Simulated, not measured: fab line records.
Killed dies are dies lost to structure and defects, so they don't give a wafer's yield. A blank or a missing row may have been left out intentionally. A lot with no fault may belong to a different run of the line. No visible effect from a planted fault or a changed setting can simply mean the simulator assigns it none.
Matching of chambers    flow n5Finfet    N5_SDB_DESCUM_16 on rieDiel-04 has 4 sister chambers
The step chemistry O2, time 7.9 s. 18 wafers are shown with their chamber, then 9 later ones without.

== WAFERS WITH THEIR CHAMBER ==
wafer   chamber  drypumpMotorCurrentA (A)  oesProductAu (a.u.)  throttleValvePct (%)
L077.1  3        4.9                       0.79                 20.29
L077.4  3        4.9                       0.78                 20.26
L077.5  0        6.1                       0.75                 20.21
L082.1  0        6.1                       0.73                 20.22
L082.4  3        5.0                       0.78                 20.28
L082.5  3        5.0                       0.79                 20.27
L083.1  3        4.9                       0.79                 20.28
L083.4  1        5.4                       0.96                 20.33
L083.5  3        4.9                       0.79                 20.28
L085.3  2        5.5                       0.87                 20.13
L085.4  0        6.1                       0.73                 20.25
L085.5  0        6.1                       0.73                 20.24
L086.3  0        6.0                       0.73                 20.23
L086.4  2        5.5                       0.86                 20.12
L086.6  2        5.5                       0.86                 20.14
L090.2  1        5.4                       0.93                 20.33
L090.3  2        5.5                       0.86                 20.15
L090.6  3        4.9                       0.77                 20.29

SIGNATURES, as means of the wafers listed above
reading               chamber 0  chamber 1  chamber 2  chamber 3  scatter within a chamber
drypumpMotorCurrentA  6.080      5.400      5.500      4.929      0.0399
oesProductAu          0.7340     0.9450     0.8625     0.7843     0.00932
throttleValvePct      20.2300    20.3300    20.1350    20.2786    0.0125
Rule: for a wafer and a chamber, the distance is found by dividing, reading by reading, the gap between the wafer's reading and the chamber's mean by the reading's scatter, squaring, summing and taking the root. The wafer belongs to the nearest chamber; if the next one is less than 2 further off, it can't be placed. How the scatter is found: for the shown wafers, subtract from each reading the mean of its chamber, square and add these, divide the total by (wafers less chambers), then take the root.

== WAFERS MISSING THEIR CHAMBER ==
wafer   drypumpMotorCurrentA (A)  oesProductAu (a.u.)  throttleValvePct (%)
L093.2  5.4                       0.90                 20.35
L093.3  4.9                       0.76                 20.31
L093.5  4.9                       0.76                 20.32
L095.1  5.5                       0.83                 20.14
L095.3  6.1                       0.71                 20.26
L095.6  5.4                       0.90                 20.35
L096.2  5.0                       0.76                 20.32
L096.3  6.1                       0.71                 20.25
L096.5  5.5                       0.83                 20.16

== CHAMBER TAKEN BY EACH ==
wafer   from the rows above  in truth
L093.2  1                    1
L093.3  3                    3
L093.5  3                    3
L095.1  2                    2
L095.3  0                    0
L095.6  1                    1
L096.2  3                    3
L096.3  0                    0
L096.5  2                    2
9 of 9 placed correctly. Left unplaced by these rows: 0. Number placed wrongly: 0.
